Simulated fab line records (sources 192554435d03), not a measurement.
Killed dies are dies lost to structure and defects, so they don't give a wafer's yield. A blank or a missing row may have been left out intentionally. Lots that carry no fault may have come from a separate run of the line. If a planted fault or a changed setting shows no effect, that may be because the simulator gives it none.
fab line records | flow n5Finfet
record: lots: 4 | wafers: 10 | lastDay: 18
route steps=1938 shown BEOL_M1@831 BEOL_M2@841 BEOL_M4@1111 PASSIVATION@1936
lots that met no fault: from a run of the same line without faults
startH: start of the lot's first displayed wafer, in hours after the record's first day | waitH: hours since the lot's step before | " as in the row above | L1.1+2: one row covering several wafers at once | - either no value or no given start | * or withheld: withheld | < > ~ a bound
route shown NAME@n: NAME is a module with steps in the file, n the number in the route of the first one | usual: average and standard deviation across the fault-free wafers | same: alike in all rows | chamber/n: place in a boat | sites: each site's reading | _std_site: their standard deviation | _edge_site: outer sites' mean less inner sites' | radiusMm: how far each site lies from the wafer's centre | mask NAME#n: copy n | behind: the most recent tool/chamber to have shaped the wafer | hold: why the lot went on hold/how many hours it stayed there/how the hold came to an end | device: which transistor (n, p or np) failed to switch | end of line: tests run on the same wafers once the route is complete | a step without rows: its recipe alone | killed: at the first sort, the dies lost to defects and structure; wafer yield is something else | map: a wafer's dies, x killed, . not, _ none there
set.NAME: the setting as run; set.NAME@STEP: as run at that earlier step | model.NAME: the simulator's own value behind a step, which no gauge read
lots at selected steps of the route; one table per step, one row per wafer
services: when a tool's chamber went out of use (startH, in hours from the record's first day, below 0 if earlier), for how many hours, and the reason
== steps ==
step: N5_BEOL_M1_ECD_50
recipe: material: Cu | targetThkA: 3000
step: N5_BEOL_M1_ANNEAL_51
recipe: tempC: 225 | timeS: 90 | ambient: N2
step: N5_BEOL_M1_CMP_52
recipe: stopOn: SiOC | tOverpolishS: 6.8 | downForcePsi: 1 | platenRpm: 50 | clearingPlatenDownForcePsi: 1.5 | clearingPlatenRpm: 50 | postCmpClean: cuAlkaline | targetThkNm: 40 | clearingPlatenPadVelocityMS: 0.99484 | padVelocityMS: 0.99484
step: N5_BEOL_M1_PRE_CLEAN_60
recipe: gas: NH3/H2 | timeS: 15 | tempC: * | rfPowerW: 300
step: N5_BEOL_M1_CO_CAP_55
recipe: material: Co | targetThkA: 20 | tempC: 200 | precursor: CCTBA/H2 | pressureTorr: 30 | timeS: 102.1
step: N5_BEOL_M1_PRE_CLEAN_56
recipe: gas: NH3 | timeS: 15 | tempC: withheld | rfPowerW: 300
step: N5_BEOL_M1_DEP_57
recipe: material: SiCN | targetThkA: 80 | tempC: withheld | precursor: 3MS/NH3 | pressureTorr: 3 | rfW: 202 | timeS: 14
step: N5_BEOL_M2_ILD_DEP_00
recipe: material: SiOC | targetThkA: 790 | tempC: 350 | precursor: DEMS/O2 | pressureTorr: 5 | rfW: 500 | timeS: 15.3
step: N5_BEOL_M2_PECVD_72
recipe: material: SiO2 | targetThkA: 160 | tempC: 400 | precursor: TEOS/O2 | pressureTorr: 5.5 | rfW: 450 | teosFlowSccm: 53.8 | gas: O2 | flowSccm: 3000 | timeS: 18
usual: heaterPowerOuterW: 434/76 | heaterPowerW: 724/110 | showerheadPlenumPTorr: 8.81/0.067 | throttleValvePct: 22.0/0.76
lot.wafer | tool     | chamber | startH | waitH | heaterPowerOuterW | heaterPowerW | showerheadPlenumPTorr | throttleValvePct | model.SiO2_of_BEOL_M2_PECVD_72.thkNm
L535.1    | pecvd-03 | 2       | 177.94 | 0.0   | 444               | 683          | 8.74                  | 20.7             | 16.2
L535.5    | "        | 2       | "      | "     | 446               | 664          | 8.76                  | 21.3             | 16.4
L535.6    | "        | 1       | "      | "     | 402               | 660          | 8.77                  | 23.4             | 16.2
L542.2    | pecvd-03 | 2       | 220.90 | 0.0   | 457               | 695          | 8.78                  | 21.4             | 16.4
L542.4    | "        | 0       | "      | "     | 353               | 660          | 8.73                  | 22.4             | 5.4
L543.2    | pecvd-03 | 2       | 222.18 | 0.0   | 402               | 613          | 8.76                  | 21.6             | 16.2
L543.3    | "        | 1       | "      | "     | 399               | 645          | 8.79                  | 23.7             | 4.6
L551.1    | pecvd-01 | 0       | 282.10 | 0.0   | 491               | 821          | 8.88                  | 22.1             | 16.6
L551.3    | "        | 2       | "      | "     | 440               | 734          | 8.80                  | 20.7             | 16
L551.4    | "        | 2       | "      | "     | 433               | 732          | 8.80                  | 20.8             | 16.6
step: N5_BEOL_M2_HM_DEP_02
recipe: material: TiN | targetThkA: 200 | tempC: 25 | chamberPressurePa: 0.49996
step: N5_BEOL_M2_COAT_61
recipe: resist: SOC | tempC: 250 | timeS: 60 | spinRpm: 1500 | resistThkNm: 60
step: N5_BEOL_M2_COAT_62
recipe: resist: SiARC | tempC: 220 | timeS: 60 | spinRpm: 1500 | resistThkNm: 12
step: N5_BEOL_M2_COAT_73
recipe: resist: underlayer | tempC: 205 | timeS: 60 | spinRpm: 1500 | resistThkNm: 5
step: N5_BEOL_M2_COAT_05
recipe: resist: CAR-EUV | spinRpm: 1500 | resistThkNm: 30
step: N5_BEOL_M2_EBR_07
recipe: solvent: PGMEA | ebrWidthMm: 1.5
step: N5_BEOL_M2_SOFTBAKE_06
recipe: tempC: 110 | timeS: 60 | resist: CAR-EUV
step: N5_BEOL_M2_EXPOSE_08
recipe: maskId: M2 | na: 0.33 | sourceShape: dipole | sigmaInner: 0.369 | sigmaOuter: 0.767 | polarization: unpolarized | doseMj: 41.25
step: N5_BEOL_M2_PEB_09
recipe: pebTempC: 100 | pebTimeS: 60 | resist: CAR-EUV
step: N5_BEOL_M2_DEVELOP_10
recipe: developTimeS: 30 | developer: TMAH | resist: CAR-EUV | rinseLiquid: surfactantRinse | dry: airSpin | devTempC: 23
step: N5_BEOL_M2_DESCUM_16
recipe: chemistry: O2 | timeS: 7 | sourcePowerW: 50 | biasPowerW: 20 | pressureMtorr: 20 | rfFrequencyHz: 2.712e+07 | tempC: 40 | resist: CAR-EUV | o2FlowSccm: 225
step: N5_BEOL_M2_ETCH_74
recipe: chemistry: N2/H2 | target: underlayer | targetDepthA: 65 | maskMaterial: CAR-EUV | timeS: 5.2 | ionEnergyEv: 200 | pressureMtorr: 30 | sourceW: 840 | biasW: 150 | n2FlowSccm: 200 | h2FlowSccm: 200 | ends: cleared
step: N5_BEOL_M2_ETCH_63
recipe: chemistry: CF4 | target: SiARC | targetDepthA: 156 | maskMaterial: CAR-EUV | timeS: 26 | ionEnergyEv: 80 | pressureMtorr: 40 | sourceW: 545 | biasW: 36 | Ar_flow_sccm: 100 | cf4FlowSccm: 100 | ends: cleared
step: N5_BEOL_M2_ETCH_64
recipe: chemistry: N2/H2 | target: SOC | targetDepthA: 750 | overetchA: 225 | maskMaterial: SiARC | tempC: 40 | timeS: 121.9 | ionEnergyEv: 200 | pressureMtorr: 30 | sourceW: 840 | biasW: 150 | n2FlowSccm: 200 | h2FlowSccm: 200
step: N5_BEOL_M2_STRIP_65
recipe: chemistry: N2/H2 | tempC: 40 | n2FlowSccm: 200 | h2FlowSccm: 200 | rfFrequencyHz: 6e+07
step: N5_BEOL_M2_STRIP_75
recipe: chemistry: N2/H2 | tempC: 40 | n2FlowSccm: 200 | h2FlowSccm: 200 | rfFrequencyHz: 6e+07
step: N5_BEOL_M2_STRIP_66
recipe: chemistry: CF4 | resist: SiARC | powerW: 300 | biasPowerW: 75 | pressureMtorr: 50 | cf4FlowSccm: 150 | rfFrequencyHz: 6e+07
step: N5_BEOL_M2_HM_OPEN_17
recipe: chemistry: Cl2/BCl3 | targetDepthA: 200 | overetchA: 60 | target: TiN | maskMaterial: SOC | ionEnergyEv: 150 | pressureMtorr: 10 | icpW: 1000 | biasW: 126 | Cl2_flow_sccm: 53.25 | bcl3FlowSccm: 21.75 | Ar_flow_sccm: 25
step: N5_BEOL_M2_STRIP_19
recipe: chemistry: O2 | powerW: 400 | tempC: 40 | pressureMtorr: 30 | rfFrequencyHz: 6e+07 | biasPowerW: 0 | overashFraction: 0.2 | o2FlowSccm: 225
step: N5_BEOL_M2_COAT_67
recipe: resist: SOC | tempC: 250 | timeS: 60 | spinRpm: 1500 | resistThkNm: 60
step: N5_BEOL_M2_COAT_68
recipe: resist: SiARC | tempC: 220 | timeS: 60 | spinRpm: 1500 | resistThkNm: 12
step: N5_BEOL_M2_COAT_76
recipe: resist: underlayer | tempC: 205 | timeS: 60 | spinRpm: 1500 | resistThkNm: 5
step: N5_BEOL_M2_COAT_22
recipe: resist: CAR-EUV | spinRpm: 1500 | resistThkNm: 30
step: N5_BEOL_M2_EBR_24
recipe: solvent: PGMEA | ebrWidthMm: 1.5
step: N5_BEOL_M2_SOFTBAKE_23
recipe: tempC: 110 | timeS: 60 | resist: CAR-EUV
step: N5_BEOL_M2_HM_STRIP_39
recipe: chemistry: peroxideTinStrip | material: TiN | targetDepthA: 250 | tempC: 50 | timeS: 158
lot.wafer | tool        | chamber | startH | waitH | model.SiO2_of_BEOL_M2_PECVD_72.thkNm
L535.1+6  | wetBench-02 | 3,2     | 186.02 | 0.0   | 16
L535.5    | "           | 1       | "      | "     | 16.2
L542.2    | wetBench-04 | 1       | 233.61 | 0.0   | 16.4
L542.4    | "           | 4       | "      | "     | 5.2
L543.2    | wetBench-01 | 1       | 233.75 | 0.0   | 16
L543.3    | "           | 2       | "      | "     | 4.4
L551.1+4  | wetBench-01 | 0,5     | 288.55 | 0.0   | 16.4
L551.3    | "           | 1       | "      | "     | 15.8
step: N5_BEOL_M2_CMP_52
recipe: stopOn: SiOC | tOverpolishS: 6.8 | downForcePsi: 1 | platenRpm: 50 | clearingPlatenDownForcePsi: 1.5 | clearingPlatenRpm: 50 | postCmpClean: cuAlkaline | targetThkNm: 40 | clearingPlatenPadVelocityMS: 0.99484 | padVelocityMS: 0.99484
usual: barrierFieldEndpointS: 25.0/0.73 | motorCurrentA: 6.0/0.63
lot.wafer | tool   | chamber | startH | waitH | barrierFieldEndpointS | motorCurrentA
L535.1    | cmp-04 | 3       | 189.41 | 0.3   | 24.0                  | 6.6
L535.6    | "      | 2       | "      | "     | 25.5                  | 5.0
L535.5    | "      | 3       | "      | "     | 24.9                  | 6.2
L542.2    | cmp-02 | 1       | 236.85 | 0.2   | 24.7                  | 6.6
L542.4    | "      | 2       | "      | "     | 11.9                  | 5.6
L543.3    | cmp-01 | 0       | 238.42 | 0.2   | 11.2                  | 5.4
L543.2    | "      | 1       | "      | "     | 24.5                  | 5.1
L551.3    | cmp-02 | 3       | 292.23 | 0.2   | 23.4                  | 5.2
L551.1    | "      | 0       | "      | "     | 25.2                  | 6.5
L551.4    | "      | 2       | "      | "     | 25.6                  | 5.9
step: N5_BEOL_M4_RC_MEAS_101
usual: DIBL_N: 37.4/2.1 | DIBL_P: 37.8/2.5 | IOFF_N: 0.19/0.045 | IOFF_P: 0.24/0.05 | ION_N: 682/16 | ION_P: 467/11 | SS_N: 71.9/0.67 | SS_P: 73.6/0.76 | VT_N: 247/3.6 | VT_P: -248/3.6
lot.wafer | tool      | chamber | startH | waitH | DIBL_N[mV/V] | DIBL_P[mV/V] | IOFF_N[nA/um] | IOFF_P[nA/um] | ION_N[uA/um] | ION_P[uA/um] | SS_N[mV/dec] | SS_P[mV/dec] | VT_N[mV] | VT_P[mV]
L535.1    | prober-02 | 0       | 215.75 | 0.0   | 37.4         | 38.3         | 0.19          | 0.21          | 698          | 467          | 71.8         | 73.7         | 245      | -254
L535.5    | "         | 0       | "      | "     | 38.6         | 39.7         | 0.21          | 0.24          | 699          | 467          | 72.4         | 74.1         | 245      | -252
L535.6    | "         | 0       | "      | "     | 34.8         | 35.4         | 0.15          | 0.18          | 701          | 475          | 71.5         | 73.5         | 248      | -255
L542.2    | prober-02 | 0       | 259.36 | 0.2   | 39.7         | 39.3         | 0.22          | 0.28          | 692          | 475          | 72.1         | 73.8         | 246      | -244
L542.4    | "         | 0       | "      | "     | 41.0         | 41.4         | 0.25          | 0.33          | 671          | 463          | 73.6         | 75.0         | 244      | -241
L543.2    | prober-01 | 0       | 261.45 | 0.2   | 38.8         | 38.7         | 0.21          | 0.27          | 692          | 475          | 72.8         | 74.2         | 244      | -249
L543.3    | "         | 0       | "      | "     | 39.5         | 38.3         | 0.22          | 0.26          | 673          | 466          | 72.5         | 74.4         | 247      | -247
L551.1    | prober-02 | 0       | 329.94 | 0.0   | 39.5         | 39.0         | 0.24          | 0.27          | 690          | 469          | 73.6         | 73.9         | 246      | -248
L551.3    | "         | 0       | "      | "     | 34.4         | 33.8         | 0.12          | 0.18          | 667          | 463          | 71.6         | 72.9         | 252      | -249
L551.4    | "         | 0       | "      | "     | 37.3         | 38.7         | 0.20          | 0.29          | 689          | 480          | 72.7         | 74.2         | 243      | -243
step: N5_PASSIVATION_PROBE_49
usual: defectLimitedYield: 90.9/1.6 | killed_at_M0_to_M3: 34/10 | killed_at_M4_up: 13/5.4 | killedAtContacts: 13/6 | killedAtFrontEnd: 42/13 | killedAtOther: 4/3.2 | killedDies: 107/18 | killedOpen: 69/14 | killedShort: 35/7.7 | sort_bin_5_function: 5.3/1 | sort_bin_6_memory: 3.3/0.75 | sortNPass: 1073/19 | sortYieldPct: 90.9/1.6
same: grossDies: 1180 | killedAtBackSide: 0 | sort_bin_4_leakage[%]: 0 | sort_bin_8_speed[%]: 0
lot.wafer | tool      | chamber | startH | waitH | defectLimitedYield[%] | killed_at_M0_to_M3 | killed_at_M4_up | killedAtContacts | killedAtFrontEnd | killedAtOther | killedDies | killedOpen | killedShort | sort_bin_5_function[%] | sort_bin_6_memory[%] | sortNPass | sortYieldPct[%]
L535.1    | prober-02 | -       | 315.58 | 0.0   | 91.2                  | 36                 | 13              | 15               | 40               | 0             | 104        | 71         | 29          | 6.0                    | 2.6                  | 1076      | 91.2
L535.6    | prober-02 | -       | 315.83 | 0.3   | 90.7                  | 28                 | 4               | 13               | 64               | 1             | 110        | 76         | 29          | 6.4                    | 2.5                  | 1070      | 90.7
killed by level:class
L535.1 STI_FIN_REVEAL:geometricParticle:open=16 MOL_CONTACT_COAG:geometricParticle:open=12 BEOL_M0_SAQP:geometricParticle:open=12 BEOL_M1:geometricParticle:open=7 FIN_SAQP:geometricParticle:short=5 BEOL_M4:geometricParticle:open=5 BEOL_M0_SAQP:geometricParticle:short=5 DUMMY_GATE:geometricParticle:open=4
L535.6 STI_FIN_REVEAL:geometricParticle:open=16 FIN_SAQP:geometricParticle:open=14 DUMMY_GATE:geometricParticle:open=8 FIN_SAQP:geometricParticle:short=7 MOL_CONTACT_COAG:geometricParticle:open=7 BEOL_M3:geometricParticle:open=7 MOL_CONTACT_COAG:geometricParticle:short=6 BEOL_M1:geometricParticle:open=6
== services ==
tool        | chamber | startH | hours | kind
pecvd-03    | 2       | 165.01 | 2.1   | scheduledDown
cmp-02      | -       | 173.98 | 0.5   | repair
pecvd-03    | 0       | 175.21 | 5.5   | scheduledDown
pecvd-01    | -       | 188.36 | 0.8   | repair
pecvd-03    | 1       | 189.02 | 5.5   | scheduledDown
wetBench-02 | -       | 190.14 | 9.7   | repair
cmp-02      | -       | 191.17 | 9.8   | repair
cmp-01      | -       | 195.35 | 3.5   | repair
cmp-04      | -       | 199.06 | 17.2  | pm
wetBench-02 | -       | 202.60 | 0.8   | repair
cmp-04      | -       | 224.79 | 1.5   | repair
cmp-01      | -       | 228.23 | 0.9   | repair
wetBench-04 | -       | 229.44 | 4.0   | repair
cmp-01      | -       | 230.09 | 1.5   | repair
cmp-02      | -       | 239.41 | 4.0   | pm
pecvd-01    | -       | 242.73 | 2.0   | repair
cmp-02      | -       | 243.41 | -     | consumableReplace:conditioner
cmp-02      | -       | 243.41 | -     | consumableReplace:pad
cmp-01      | -       | 259.16 | 1.2   | repair
cmp-02      | -       | 263.19 | 4.4   | pm
cmp-04      | -       | 263.30 | 0.7   | repair
pecvd-01    | 1       | 268.27 | 3.6   | repair
cmp-01      | -       | 281.15 | 0.8   | repair
cmp-04      | -       | 285.55 | 4.0   | pm
== key ==
firstSign: step: N5_BEOL_M2_CMP_52 | reading: barrierFieldEndpointS | direction: down | sigmas: 18 | usual: 25.0 | struck: 11.6
effect none on later readings
modelEffect: step: N5_BEOL_M2_PECVD_72 | value: SiO2_of_BEOL_M2_PECVD_72.thkNm | without: 16.2 | struck: 5
modelEffect: step: N5_BEOL_M2_HM_STRIP_39 | value: SiO2_of_BEOL_M2_PECVD_72.thkNm | without: 16.1 | struck: 4.8
metAt N5_BEOL_M2_PECVD_72
struckWafers L542.4,L543.3
baselineLoss: step: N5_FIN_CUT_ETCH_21 | wafers: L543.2
onsetBetween 177.94 220.90
fault: kind: processParameterDrift | tool: pecvd-03 | chamber: - | onsetH: 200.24 | steps: N5_BEOL_M2_PECVD_72 | channel: timeS | offset: * | shape: step | endH: 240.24 | scope: struckWafersOnly | actsIn: * | stated: *
baselineLoss: these wafers lose ten dies or more at that step, a loss of the line's own and not of a fault; the sort's usual values leave them out
